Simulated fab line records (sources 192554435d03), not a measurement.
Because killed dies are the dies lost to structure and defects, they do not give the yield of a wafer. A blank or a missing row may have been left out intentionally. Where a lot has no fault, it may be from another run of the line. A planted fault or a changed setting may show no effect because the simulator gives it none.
fab line records	flow n5_finfet
record lots=12	wafers=36	last_day=17
route steps=1938 shown ILD0@339 SDB@353 PASSIVATION@1936
lots with no fault: from the same line, run without faults
start_h: start of the lot's first displayed wafer, in hours after the record's first day	wait_h: hours since the lot's step before	" repeats the value in the row above	L1.1+2: a row that stands for several wafers	- no value present, or no start provided	* or withheld: withheld	< > ~ a bound
route shown NAME@n: a module of which the file shows steps, and the number in the route of the first	usual: the fault-free wafers' mean and standard deviation	same: alike in all rows	chamber/n: place in a boat	sites: per-site readings	_std_site: the standard deviation of these	_edge_site: inner sites' mean taken away from outer sites' mean	radius_mm: how far each site lies from the wafer's centre	mask NAME#n: copy n	behind: the last tool/chamber to shape the wafer	hold: cause of the lot's hold/its duration in hours/its outcome	device: names the non-switching transistor (n, p or np)	end of line: at the end of the route, the tests of the same wafers	for a step that has no rows: nothing shown but its recipe	killed: dies lost to structure and defects at the first sort, not the wafer's yield	map: a wafer's dies, marking killed ones x, the rest . and places with no die _
set.NAME: the setting the step ran with; set.NAME@STEP: the setting that earlier step ran with	model.NAME: the simulator's own value behind a step, which no gauge read
one table for each step of the route and one row for each wafer, over a sample of lots
services: the hour from which a tool's chamber was out of use, counted from the record's first day as start_h (under 0 if before that day), plus the number of hours and why
## steps
# step N5_ILD0_THK_MEAS_04
# usual thk_nm=197.2/1.3
lot.wafer	tool	chamber	start_h	wait_h	thk_nm
L895.2	film_metro-02	-	60.82	-	197.8
L895.3	"	-	"	"	197.7
L895.5	"	-	"	"	198.7
L900.1	film_metro-02	-	90.95	-	196.4
L900.4	"	-	"	"	196.1
L900.5	"	-	"	"	198.0
L901.2	film_metro-02	-	96.44	-	198.6
L901.3	"	-	"	"	199.1
L901.6	"	-	"	"	197.8
L902.1	film_metro-01	-	103.36	-	196.4
L902.3	"	-	"	"	198.1
L902.6	"	-	"	"	198.3
L908.3	film_metro-02	-	142.73	-	198.0
L908.4	"	-	"	"	196.4
L908.5	"	-	"	"	196.9
L909.1	film_metro-02	-	144.04	-	195.7
L909.4	"	-	"	"	195.7
L909.5	"	-	"	"	195.5
L911.3	film_metro-01	-	155.99	-	196.7
L911.4	"	-	"	"	197.0
L911.5	"	-	"	"	196.2
L913.1	film_metro-02	-	167.66	-	198.2
L913.2	"	-	"	"	197.3
L913.5	"	-	"	"	195.9
L914.1	film_metro-02	-	175.31	-	197.9
L914.2	"	-	"	"	196.7
L914.5	"	-	"	"	195.5
L916.1	film_metro-02	-	186.80	-	198.6
L916.3	"	-	"	"	200.4
L916.6	"	-	"	"	200.0
L917.2	film_metro-02	-	193.10	-	196.0
L917.5	"	-	"	"	198.0
L917.6	"	-	"	"	197.4
L918.1	film_metro-01	-	199.80	-	195.6
L918.4	"	-	"	"	196.0
L918.6	"	-	"	"	195.7
# step N5_SDB_EXPOSE_08
# recipe mask_id=SDB	na=1.35	source_shape=conventional	sigma_outer=0.5	polarization=unpolarized	dose_mj=49.6
# usual exposure_dose_mJ_cm2=49.55/0.054	reticle_temp_C=22.97/0.11
lot.wafer	tool	chamber	start_h	wait_h	mask	exposure_dose_mJ_cm2	reticle_temp_C
L895.2	arfi_scanner-01	0	64.75	-	SDB#0	49.52	22.96
L895.3	"	0	"	"	SDB#0	49.49	22.94
L895.5	"	0	"	"	SDB#0	49.53	22.88
L900.1	arfi_scanner-01	0	94.81	-	SDB#0	49.50	22.89
L900.4	"	0	"	"	SDB#0	49.45	22.90
L900.5	"	0	"	"	SDB#0	49.51	23.04
L901.2	arfi_scanner-01	0	101.29	-	SDB#0	47.36	22.99
L901.3	"	0	"	"	SDB#0	47.42	23.04
L901.6	"	0	"	"	SDB#0	47.37	22.94
L902.1	arfi_scanner-01	0	107.16	-	SDB#0	47.81	23.02
L902.3	"	0	"	"	SDB#0	47.75	23.05
L902.6	"	0	"	"	SDB#0	47.80	23.09
L908.3	arfi_scanner-03	0	146.85	-	SDB#0	49.59	22.86
L908.4	"	0	"	"	SDB#0	49.64	22.95
L908.5	"	0	"	"	SDB#0	49.66	23.00
L909.1	arfi_scanner-02	0	147.96	-	SDB#0	49.57	22.81
L909.4	"	0	"	"	SDB#0	49.53	22.80
L909.5	"	0	"	"	SDB#0	49.63	22.76
L911.3	arfi_scanner-03	0	159.93	-	SDB#0	49.52	22.85
L911.4	"	0	"	"	SDB#0	49.57	22.94
L911.5	"	0	"	"	SDB#0	49.59	22.97
L913.1	arfi_scanner-02	0	171.58	-	SDB#0	49.54	23.08
L913.2	"	0	"	"	SDB#0	49.56	22.85
L913.5	"	0	"	"	SDB#0	49.56	22.99
L914.1	arfi_scanner-02	0	179.92	-	SDB#0	49.50	22.94
L914.2	"	0	"	"	SDB#0	49.47	22.97
L914.5	"	0	"	"	SDB#0	49.48	22.91
L916.1	arfi_scanner-02	0	190.84	-	SDB#0	49.52	23.19
L916.3	"	0	"	"	SDB#0	49.57	23.25
L916.6	"	0	"	"	SDB#0	49.57	23.01
L917.2	arfi_scanner-03	0	197.17	-	SDB#0	49.55	22.81
L917.5	"	0	"	"	SDB#0	49.57	22.79
L917.6	"	0	"	"	SDB#0	49.60	22.82
L918.1	arfi_scanner-03	0	203.60	-	SDB#0	49.67	22.93
L918.4	"	0	"	"	SDB#0	49.57	22.83
L918.6	"	0	"	"	SDB#0	49.60	23.03
# step N5_SDB_CD_MEAS_11
# recipe target_cd_nm=50	landing_energy_ev=500	detector=se_inlens	polarity=opening
# usual cd_nm=49.9/1.1
lot.wafer	tool	chamber	start_h	wait_h	cd_nm
L895.2	cd_sem-03	0	64.87	-	48.9
L895.3	"	0	"	"	49.0
L895.5	"	0	"	"	48.7
L900.1	cd_sem-01	0	94.94	-	48.6
L900.4	"	0	"	"	48.8
L900.5	"	0	"	"	48.2
L901.2	cd_sem-03	0	101.41	-	45.5
L901.3	"	0	"	"	44.9
L901.6	"	0	"	"	45.2
L902.1	cd_sem-03	0	107.28	-	45.0
L902.3	"	0	"	"	45.7
L902.6	"	0	"	"	44.5
L908.3	cd_sem-02	0	146.97	-	51.9
L908.4	"	0	"	"	51.3
L908.5	"	0	"	"	51.8
L909.1	cd_sem-01	0	148.09	-	49.7
L909.4	"	0	"	"	50.5
L909.5	"	0	"	"	50.7
L911.3	cd_sem-01	0	160.05	-	48.9
L911.4	"	0	"	"	49.3
L911.5	"	0	"	"	48.9
L913.1	cd_sem-01	0	171.71	-	48.8
L913.2	"	0	"	"	50.4
L913.5	"	0	"	"	49.7
L914.1	cd_sem-03	0	180.04	-	49.0
L914.2	"	0	"	"	50.1
L914.5	"	0	"	"	48.5
L916.1	cd_sem-02	0	190.97	-	49.4
L916.3	"	0	"	"	49.3
L916.6	"	0	"	"	48.6
L917.2	cd_sem-01	0	197.29	-	51.1
L917.5	"	0	"	"	48.7
L917.6	"	0	"	"	48.4
L918.1	cd_sem-02	0	203.72	-	50.1
L918.4	"	0	"	"	48.3
L918.6	"	0	"	"	50.1
# step N5_SDB_DESCUM_16
# recipe chemistry=O2	time_s=7.9	source_power_w=50	bias_power_w=20	pressure_mtorr=20	rf_frequency_hz=2.712e+07	temp_c=40	resist=CAR-ArF	o2_flow_sccm=225
# usual drypump_motor_current_A=5.6/0.31	oes_product_au=0.75/0.051	rf_vpp_V=243.1/1.4	showerhead_plenum_p_Torr=2.09/0.076	throttle_valve_pct=20.49/0.23
lot.wafer	tool	chamber	start_h	wait_h	drypump_motor_current_A	oes_product_au	rf_hours_counter_h	rf_vpp_V	showerhead_plenum_p_Torr	throttle_valve_pct
L895.2	rie_diel-03	3	64.96	0.0	5.9	0.94	13	244.4	2.26	20.40
L895.3	"	1	"	"	5.3	0.74	152	244.3	2.17	20.37
L895.5	"	3	"	"	5.9	0.94	-	247.6	2.25	20.38
L900.1	rie_diel-03	1	95.03	0.0	5.3	0.73	161	244.9	2.17	20.37
L900.4	"	3	"	"	5.9	0.91	23	245.4	2.25	20.39
L900.5	"	1	"	"	5.3	0.73	-	245.3	2.17	20.38
L901.2	rie_diel-03	2	101.50	0.0	6.1	0.73	195	242.8	2.07	20.17
L901.3	"	0	"	"	5.5	0.79	122	241.6	2.00	20.31
L901.6	"	1	"	"	5.3	0.72	-	243.7	2.17	20.39
L902.1	rie_diel-06	0	107.37	0.0	5.8	0.75	149	243.2	2.18	20.49
L902.3	"	1	"	"	5.4	0.75	177	243.3	2.09	20.79
L902.6	"	3	"	"	5.1	0.76	-	240.9	2.01	20.17
L908.3	rie_diel-06	0	147.05	0.0	5.8	0.74	165	244.7	2.17	20.51
L908.4	"	1	"	"	5.4	0.74	192	241.4	2.09	20.81
L908.5	"	0	"	"	5.8	0.74	-	245.4	2.17	20.50
L909.1	rie_diel-02	2	148.77	0.6	5.4	0.73	212	242.7	2.05	20.25
L909.4	"	3	"	"	5.6	0.74	-	243.1	2.08	20.88
L909.5	"	2	"	"	5.4	0.73	-	241.4	2.05	20.23
L911.3	rie_diel-06	2	160.13	0.0	6.3	0.71	247	240.8	1.97	20.66
L911.4	"	1	"	"	5.5	0.74	196	244.3	2.09	20.79
L911.5	"	3	"	"	5.2	0.76	-	242.0	2.00	20.18
L913.1	rie_diel-06	3	171.80	0.0	5.2	0.76	163	242.4	2.00	20.18
L913.2	"	1	"	"	5.4	0.73	201	242.3	2.09	20.81
L913.5	"	1	"	"	5.4	0.73	-	243.3	2.08	20.83
L914.1	rie_diel-06	0	180.13	0.0	5.8	0.72	178	244.6	2.17	20.55
L914.2	"	1	"	"	5.4	0.73	205	243.1	2.08	20.82
L914.5	"	0	"	"	5.8	0.73	-	244.3	2.17	20.54
L916.1	rie_diel-03	3	191.06	0.0	5.9	0.86	56	246.0	2.24	20.47
L916.3	"	2	"	"	6.1	0.70	225	243.1	2.06	20.24
L916.6	"	0	"	"	5.5	0.76	-	243.3	1.99	20.34
L917.2	rie_diel-02	1	197.82	0.5	5.9	0.72	220	244.1	2.16	20.66
L917.5	"	0	"	"	5.6	0.68	-	243.1	2.08	20.42
L917.6	"	3	"	"	5.6	0.72	-	243.2	2.07	20.90
L918.1	rie_diel-06	1	203.81	0.0	5.5	0.73	216	242.7	2.08	20.85
L918.4	"	3	"	"	5.2	0.75	177	241.2	2.00	20.22
L918.6	"	2	"	"	6.3	0.97	-	245.9	2.23	20.14
# step N5_PASSIVATION_PROBE_49
# usual killed_at_M0_to_M3=34/12	killed_at_M4_up=12/4.9	killed_at_contacts=13/7.2	killed_at_front_end=39/12	killed_at_other=3.7/2.9	killed_dies=101/18	killed_on_rim=13/4	killed_open=67/14	killed_short=33/7.2
# same gross_dies=1180	killed_at_back_side=0
lot.wafer	tool	chamber	start_h	wait_h	killed_at_M0_to_M3	killed_at_M4_up	killed_at_contacts	killed_at_front_end	killed_at_other	killed_dies	killed_on_rim	killed_open	killed_short
L895.2	prober-01	-	282.32	0.1	58	10	9	33	1	111	18	78	31
L895.3	prober-01	-	282.37	0.1	50	3	14	39	2	108	10	69	38
L895.5	prober-01	-	282.47	0.2	22	13	9	33	1	78	5	45	33
L901.2	prober-01	-	309.12	0.1	46	10	5	49	3	113	17	68	43
L901.3	prober-01	-	309.17	0.1	38	8	10	48	1	105	13	62	36
L901.6	prober-01	-	309.32	0.3	35	11	11	48	3	108	19	67	37
L900.1	prober-02	-	309.86	0.0	29	16	14	25	1	85	8	58	27
L900.4	prober-02	-	310.01	0.2	34	9	8	29	1	81	8	53	28
L900.5	prober-02	-	310.06	0.2	41	9	16	30	0	96	16	71	25
L902.1	prober-02	-	321.68	0.0	27	17	18	33	6	101	10	63	35
L902.3	prober-02	-	321.78	0.1	22	12	26	47	1	108	13	67	34
L902.6	prober-02	-	321.93	0.3	33	11	22	35	2	103	13	53	35
L909.1	prober-02	-	362.32	0.0	25	15	15	54	1	110	13	66	44
L909.4	prober-02	-	362.47	0.2	30	11	9	34	1	85	12	46	37
L909.5	prober-02	-	362.52	0.2	14	11	4	43	4	76	5	51	25
L908.3	prober-01	-	364.39	0.1	25	20	9	63	4	121	13	77	43
L908.4	prober-01	-	364.44	0.2	32	21	3	30	2	88	10	60	25
L908.5	prober-01	-	364.49	0.2	44	11	2	37	9	103	9	65	38
L911.3	prober-02	-	367.41	0.1	24	11	25	35	4	99	16	73	26
L911.4	prober-02	-	367.46	0.2	27	10	38	20	1	96	18	66	30
L911.5	prober-02	-	367.51	0.2	28	6	18	29	3	84	9	57	26
L913.1	prober-02	-	397.99	0.6	30	14	12	34	7	97	13	69	28
L913.2	prober-02	-	398.04	0.6	35	8	18	25	2	88	15	57	31
L913.5	prober-02	-	398.19	0.8	25	8	18	36	13	100	14	67	28
L916.1	prober-01	-	398.14	0.1	33	14	21	61	0	129	16	83	45
L916.3	prober-01	-	398.24	0.2	44	7	9	67	1	128	17	84	43
L916.6	prober-01	-	398.39	0.4	31	23	25	63	1	143	15	102	40
L914.1	prober-01	-	399.40	0.0	37	10	2	37	5	91	11	60	30
L914.2	prober-01	-	399.45	0.1	31	25	1	23	4	84	14	44	39
L914.5	prober-01	-	399.60	0.2	27	14	5	39	2	87	16	53	31
L917.2	prober-01	-	411.00	0.1	26	9	21	42	5	103	10	67	36
L917.5	prober-01	-	411.15	0.2	33	6	28	30	6	103	9	67	35
L917.6	prober-01	-	411.20	0.3	30	11	35	39	3	118	13	86	32
L918.1	prober-02	-	412.43	0.0	42	10	26	50	7	135	15	94	38
L918.4	prober-02	-	412.58	0.2	44	3	25	44	3	119	19	71	48
L918.6	prober-02	-	412.68	0.3	35	6	25	23	4	93	6	65	28
# killed by level:class
L895.2 BEOL_M2:geometric_particle:open=18 BEOL_M1:geometric_particle:open=12 FIN_SAQP:geometric_particle:short=9 MOL_CONTACT_COAG:geometric_particle:open=9 BEOL_M0_SAQP:geometric_particle:short=8 STI_FIN_REVEAL:geometric_particle:open=6 BEOL_M3:geometric_particle:open=6 BEOL_M0_SAQP:geometric_particle:open=5
L895.3 MOL_CONTACT_COAG:geometric_particle:open=12 BEOL_M2:geometric_particle:open=12 STI_FIN_REVEAL:geometric_particle:open=9 BEOL_M0_SAQP:geometric_particle:short=8 BEOL_M1:geometric_particle:open=8 FIN_SAQP:geometric_particle:short=7 BEOL_M1:geometric_particle:short=6 BEOL_M0_SAQP:geometric_particle:open=5
L895.5 FIN_SAQP:geometric_particle:short=7 MOL_CONTACT_COAG:geometric_particle:open=7 GATE_CUT:geometric_particle:short=6 BEOL_M0_SAQP:geometric_particle:short=6 FIN_SAQP:geometric_particle:open=5 BEOL_M1:geometric_particle:open=5 GATE_CUT:geometric_particle:open=4 BEOL_M0_SAQP:geometric_particle:open=4
L901.2 STI_FIN_REVEAL:geometric_particle:open=14 BEOL_M0_SAQP:geometric_particle:open=13 BEOL_M3:geometric_particle:open=10 FIN_SAQP:geometric_particle:short=7 FIN_SAQP:geometric_particle:open=6 BEOL_M0_SAQP:geometric_particle:short=6 GATE_CUT:geometric_particle:short=5 BEOL_M2:geometric_particle:short=5
L901.3 BEOL_M0_SAQP:geometric_particle:open=10 FIN_SAQP:geometric_particle:short=9 MOL_CONTACT_COAG:geometric_particle:open=8 STI_FIN_REVEAL:geometric_particle:open=7 BEOL_M3:geometric_particle:open=7 SDB:area_expose=7 BEOL_M0_SAQP:geometric_particle:short=6 GATE_CUT:geometric_particle:short=5
L901.6 BEOL_M0_SAQP:geometric_particle:open=11 STI_FIN_REVEAL:geometric_particle:open=9 MOL_CONTACT_COAG:geometric_particle:open=9 GATE_CUT:geometric_particle:short=8 BEOL_M0_SAQP:geometric_particle:short=7 BEOL_M3:geometric_particle:open=6 FIN_SAQP:geometric_particle:open=5 BEOL_M4:geometric_particle:open=5
L900.1 MOL_CONTACT_COAG:geometric_particle:open=13 BEOL_M0_SAQP:geometric_particle:short=9 BEOL_M4:geometric_particle:open=8 BEOL_M0_SAQP:geometric_particle:open=5 STARTING-WAFER:geometric_particle:open=5 FIN_SAQP:geometric_particle:open=4 BEOL_M1:geometric_particle:open=4 STI_FIN_REVEAL:geometric_particle:open=3
L900.4 BEOL_M0_SAQP:geometric_particle:open=16 BEOL_M0_SAQP:geometric_particle:short=8 MOL_CONTACT_COAG:geometric_particle:open=7 GATE_CUT:geometric_particle:short=6 GATE_CUT:geometric_particle:open=6 DUMMY_GATE:geometric_particle:open=5 STI_FIN_REVEAL:geometric_particle:open=4 FIN_SAQP:geometric_particle:short=2
L900.5 BEOL_M2:geometric_particle:open=13 MOL_CONTACT_COAG:geometric_particle:open=13 BEOL_M0_SAQP:geometric_particle:open=13 FIN_SAQP:geometric_particle:open=12 BEOL_M0_SAQP:geometric_particle:short=6 GATE_CUT:geometric_particle:short=5 STI_FIN_REVEAL:geometric_particle:open=4 DUMMY_GATE:geometric_particle:open=4
L902.1 MOL_CONTACT_COAG:geometric_particle:open=16 FIN_SAQP:geometric_particle:open=10 FIN_SAQP:geometric_particle:short=8 BEOL_M0_SAQP:geometric_particle:open=7 BEOL_M4:geometric_particle:short=6 BEOL_M0_SAQP:geometric_particle:short=5 BEOL_M4:geometric_particle:open=5 DUMMY_GATE:geometric_particle:open=4
L902.3 MOL_CONTACT_COAG:geometric_particle:open=21 FIN_SAQP:geometric_particle:short=7 STI_FIN_REVEAL:geometric_particle:open=7 DUMMY_GATE:geometric_particle:open=7 SDB:area_expose=6 FIN_SAQP:geometric_particle:open=5 MOL_CONTACT_COAG:geometric_particle:short=5 GATE_CUT:geometric_particle:short=5
L902.6 MOL_CONTACT_COAG:geometric_particle:open=17 SDB:area_expose=15 BEOL_M0_SAQP:geometric_particle:open=7 BEOL_M3:geometric_particle:open=7 FIN_SAQP:geometric_particle:open=6 MOL_CONTACT_COAG:geometric_particle:short=5 GATE_CUT:geometric_particle:short=4 BEOL_M0_SAQP:geometric_particle:short=4
L909.1 FIN_SAQP:geometric_particle:open=13 FIN_SAQP:geometric_particle:short=12 STI_FIN_REVEAL:geometric_particle:open=9 MOL_CONTACT_COAG:geometric_particle:open=9 BEOL_M4:geometric_particle:open=7 MOL_CONTACT_COAG:geometric_particle:short=6 BEOL_M0_SAQP:geometric_particle:short=6 BEOL_M0_SAQP:geometric_particle:open=6
L909.4 BEOL_M0_SAQP:geometric_particle:short=13 FIN_SAQP:geometric_particle:open=7 MOL_CONTACT_COAG:geometric_particle:open=7 FIN_SAQP:geometric_particle:short=6 BEOL_M0_SAQP:geometric_particle:open=5 STI_FIN_REVEAL:geometric_particle:open=4 BEOL_M2:geometric_particle:open=4 BEOL_M4:geometric_particle:open=4
L909.5 FIN_SAQP:geometric_particle:open=18 FIN_SAQP:geometric_particle:short=8 BEOL_M3:geometric_particle:open=7 GATE_CUT:geometric_particle:short=4 BEOL_M10:geometric_particle:open=4 STI_FIN_REVEAL:geometric_particle:open=3 MOL_CONTACT_COAG:geometric_particle:open=3 SPACER0:geometric_particle:short=2
L908.3 FIN_SAQP:geometric_particle:open=12 FIN_SAQP:geometric_particle:short=10 STI_FIN_REVEAL:geometric_particle:open=9 BEOL_M4:geometric_particle:open=8 BEOL_M2:geometric_particle:open=8 MOL_CONTACT_COAG:geometric_particle:open=7 BEOL_M5:geometric_particle:open=7 GATE_CUT:geometric_particle:open=6
L908.4 BEOL_M2:geometric_particle:open=10 BEOL_M3:geometric_particle:open=8 BEOL_M5:geometric_particle:open=7 BEOL_M4:geometric_particle:open=6 FIN_SAQP:geometric_particle:short=4 FIN_SAQP:geometric_particle:open=4 STI_FIN_REVEAL:geometric_particle:open=4 BEOL_M0_SAQP:geometric_particle:short=4
L908.5 BEOL_M3:geometric_particle:open=13 STI_FIN_REVEAL:geometric_particle:open=11 BEOL_M0_SAQP:geometric_particle:short=10 BEOL_M0_SAQP:geometric_particle:open=7 FIN_SAQP:geometric_particle:short=5 STI_FIN_REVEAL:geometric_particle:short=5 BEOL_M2:geometric_particle:open=5 PASS1_CAP:geometric_particle:open=5
L911.3 MOL_CONTACT_COAG:geometric_particle:open=19 FIN_SAQP:geometric_particle:open=16 BEOL_M3:geometric_particle:open=7 BEOL_M4:geometric_particle:open=7 MOL_CONTACT_COAG:geometric_particle:short=6 BEOL_M0_SAQP:geometric_particle:short=6 FIN_SAQP:geometric_particle:short=5 DUMMY_GATE:geometric_particle:open=5
L911.4 MOL_CONTACT_COAG:geometric_particle:open=33 BEOL_M2:geometric_particle:open=8 MOL_CONTACT_COAG:geometric_particle:short=5 BEOL_M2:geometric_particle:short=4 BEOL_M3:geometric_particle:open=4 STI_FIN_REVEAL:geometric_particle:open=3 BEOL_M0_SAQP:geometric_particle:open=3 BEOL_M3:geometric_particle:short=3
L911.5 MOL_CONTACT_COAG:geometric_particle:open=13 BEOL_M0_SAQP:geometric_particle:short=11 BEOL_M0_SAQP:geometric_particle:open=10 FIN_SAQP:geometric_particle:open=6 STARTING-WAFER:geometric_particle:open=6 STI_FIN_REVEAL:geometric_particle:open=5 MOL_CONTACT_COAG:geometric_particle:short=5 SPACER0:geometric_particle:short=4
L913.1 MOL_CONTACT_COAG:geometric_particle:open=9 STI_FIN_REVEAL:geometric_particle:open=8 FIN_SAQP:geometric_particle:short=7 BEOL_M2:geometric_particle:open=7 BEOL_M3:geometric_particle:open=7 BEOL_M0_SAQP:geometric_particle:open=6 ILD0:geometric_particle:short=4 BEOL_M0_SAQP:geometric_particle:short=4
L913.2 MOL_CONTACT_COAG:geometric_particle:open=13 GATE_CUT:geometric_particle:short=7 BEOL_M0_SAQP:geometric_particle:short=7 BEOL_M1:geometric_particle:open=7 BEOL_M0_SAQP:geometric_particle:open=6 MOL_CONTACT_COAG:geometric_particle:short=5 BEOL_M3:geometric_particle:open=5 BEOL_M4:geometric_particle:open=5
L916.1 FIN_SAQP:geometric_particle:short=15 MOL_CONTACT_COAG:geometric_particle:open=14 STI_FIN_REVEAL:geometric_particle:open=13 FIN_SAQP:geometric_particle:open=10 BEOL_M1:geometric_particle:open=8 MOL_CONTACT_COAG:geometric_particle:short=7 BEOL_M3:geometric_particle:open=7 BEOL_M4:geometric_particle:open=7
L913.5 MOL_CONTACT_COAG:geometric_particle:open=12 STI_FIN_REVEAL:geometric_particle:open=9 BEOL_M2:geometric_particle:open=9 PASS1_CAP:geometric_particle:open=8 DUMMY_GATE:geometric_particle:open=7 MOL_CONTACT_COAG:geometric_particle:short=6 BEOL_M2:geometric_particle:short=4 BEOL_M4:geometric_particle:open=4
L916.3 FIN_SAQP:geometric_particle:short=17 FIN_SAQP:geometric_particle:open=17 BEOL_M1:geometric_particle:open=16 BEOL_M0_SAQP:geometric_particle:open=9 MOL_CONTACT_COAG:geometric_particle:open=8 BEOL_M2:geometric_particle:open=6 DUMMY_GATE:geometric_particle:open=5 GATE_CUT:geometric_particle:short=5
L916.6 MOL_CONTACT_COAG:geometric_particle:open=23 FIN_SAQP:geometric_particle:short=16 STI_FIN_REVEAL:geometric_particle:open=16 FIN_SAQP:geometric_particle:open=12 BEOL_M2:geometric_particle:open=8 BEOL_M4:geometric_particle:open=8 STARTING-WAFER:geometric_particle:open=6 BEOL_M0_SAQP:geometric_particle:open=5
L914.1 BEOL_M3:geometric_particle:open=9 DUMMY_GATE:geometric_particle:open=8 BEOL_M1:geometric_particle:open=7 BEOL_M2:geometric_particle:open=7 FIN_SAQP:geometric_particle:short=6 BEOL_M0:geometric_particle:open=6 STARTING-WAFER:geometric_particle:short=5 FIN_SAQP:geometric_particle:open=3
L914.2 BEOL_M0_SAQP:geometric_particle:short=9 BEOL_M0_SAQP:geometric_particle:open=7 BEOL_M5:geometric_particle:open=6 DUMMY_GATE:geometric_particle:open=5 BEOL_M3:geometric_particle:open=4 BEOL_M4:geometric_particle:open=4 STARTING-WAFER:geometric_particle:short=4 FIN_SAQP:geometric_particle:short=3
L914.5 BEOL_M2:geometric_particle:open=10 FIN_SAQP:geometric_particle:short=9 STARTING-WAFER:geometric_particle:short=6 MOL_CONTACT_COAG:geometric_particle:open=5 BEOL_M0_SAQP:geometric_particle:short=5 DUMMY_GATE:geometric_particle:open=4 BEOL_M0:geometric_particle:open=4 BEOL_M3:geometric_particle:open=4
L917.2 STI_FIN_REVEAL:geometric_particle:open=17 MOL_CONTACT_COAG:geometric_particle:open=17 BEOL_M0_SAQP:geometric_particle:short=9 BEOL_M3:geometric_particle:open=8 STARTING-WAFER:geometric_particle:short=6 FIN_SAQP:geometric_particle:open=5 MOL_CONTACT_COAG:geometric_particle:short=4 BEOL_M1:geometric_particle:short=4
L917.5 MOL_CONTACT_COAG:geometric_particle:open=19 BEOL_M1:geometric_particle:open=12 MOL_CONTACT_COAG:geometric_particle:short=9 STI_FIN_REVEAL:geometric_particle:open=7 BEOL_M0_SAQP:geometric_particle:short=6 GATE_CUT:geometric_particle:short=5 BEOL_M3:geometric_particle:open=5 BEOL_M2:geometric_particle:open=5
L917.6 MOL_CONTACT_COAG:geometric_particle:open=28 STI_FIN_REVEAL:geometric_particle:open=11 BEOL_M3:geometric_particle:open=9 MOL_CONTACT_COAG:geometric_particle:short=7 BEOL_M2:geometric_particle:open=7 DUMMY_GATE:geometric_particle:open=6 GATE_CUT:geometric_particle:short=5 BEOL_M0_SAQP:geometric_particle:short=5
L918.1 MOL_CONTACT_COAG:geometric_particle:open=21 STI_FIN_REVEAL:geometric_particle:open=18 BEOL_M3:geometric_particle:open=17 FIN_SAQP:geometric_particle:short=11 FIN_SAQP:geometric_particle:open=8 BEOL_M0_SAQP:geometric_particle:open=8 BEOL_M0_SAQP:geometric_particle:short=7 MOL_CONTACT_COAG:geometric_particle:short=5
L918.4 MOL_CONTACT_COAG:geometric_particle:open=19 FIN_SAQP:geometric_particle:short=13 BEOL_M0_SAQP:geometric_particle:open=13 BEOL_M0_SAQP:geometric_particle:short=12 STI_FIN_REVEAL:geometric_particle:open=8 BEOL_M1:geometric_particle:open=7 MOL_CONTACT_COAG:geometric_particle:short=6 STARTING-WAFER:geometric_particle:short=6
L918.6 MOL_CONTACT_COAG:geometric_particle:open=22 BEOL_M1:geometric_particle:open=11 BEOL_M0_SAQP:geometric_particle:open=10 BEOL_M1:geometric_particle:short=5 BEOL_M0_SAQP:geometric_particle:short=4 STARTING-WAFER:geometric_particle:short=4 FIN_SAQP:geometric_particle:short=3 DUMMY_GATE:geometric_particle:open=3
## services
tool	chamber	start_h	hours	kind
arfi_scanner-02	-	41.68	4.9	pm
arfi_scanner-03	-	46.37	3.1	pm
arfi_scanner-03	-	51.68	11.7	repair
rie_diel-02	-	58.78	1.6	repair
arfi_scanner-01	-	68.06	0.8	pm
rie_diel-02	2	69.19	10.5	repair
arfi_scanner-03	-	81.77	0.8	pm
arfi_scanner-03	-	91.89	0.4	repair
arfi_scanner-02	-	100.38	2.9	repair
arfi_scanner-02	-	110.23	0.8	pm
arfi_scanner-03	-	110.65	1.0	pm
arfi_scanner-01	-	111.18	1.0	pm
arfi_scanner-03	-	112.06	4.9	pm
arfi_scanner-02	-	113.62	0.5	repair
arfi_scanner-02	-	114.13	1.3	pm
arfi_scanner-01	-	118.79	1.0	pm
rie_diel-06	3	119.33	22.6	repair
arfi_scanner-01	-	124.79	24.0	pm
arfi_scanner-01	-	148.79	1.3	pm
arfi_scanner-03	-	152.25	1.0	pm
arfi_scanner-03	-	157.42	1.3	pm
arfi_scanner-01	-	175.38	30.4	repair
arfi_scanner-02	-	188.46	1.0	pm
arfi_scanner-02	-	194.25	3.0	pm
## key
first_sign step=N5_SDB_EXPOSE_08	reading=exposure_dose_mJ_cm2	direction=down	sigmas=37	usual=49.55	struck=47.58
effect step=N5_SDB_CD_MEAS_11	reading=cd_nm	direction=down	sigmas=4.4	usual=49.9	struck=45.1	through=control_loop
met_at N5_SDB_EXPOSE_08
struck_lots L901,L902
tester_left_out L901,L902
loop_trim step=N5_SDB_EXPOSE_08	setting=dose	lots=L902
not_acting_at N5_ILD0_THK_MEAS_04,N5_SDB_DESCUM_16
onset_between 94.81 101.29
fault kind=process_parameter_drift	tool=arfi_scanner-01	chamber=-	onset_h=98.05	steps=N5_SDB_EXPOSE_08	channel=dose_mj	offset=-2.1306	shape=step	acts_in=these_recipes_only	stated=49.6
# tester_left_out: of these lots the tester's yield and bins aren't shown, on N5 and GAA mostly nor the transistor test; their killed dies are dies lost to structure and defects alone, not to doping, threshold or leakage, so they don't give the yield
# loop_trim: a control loop set the setting to another value than it would have without faults
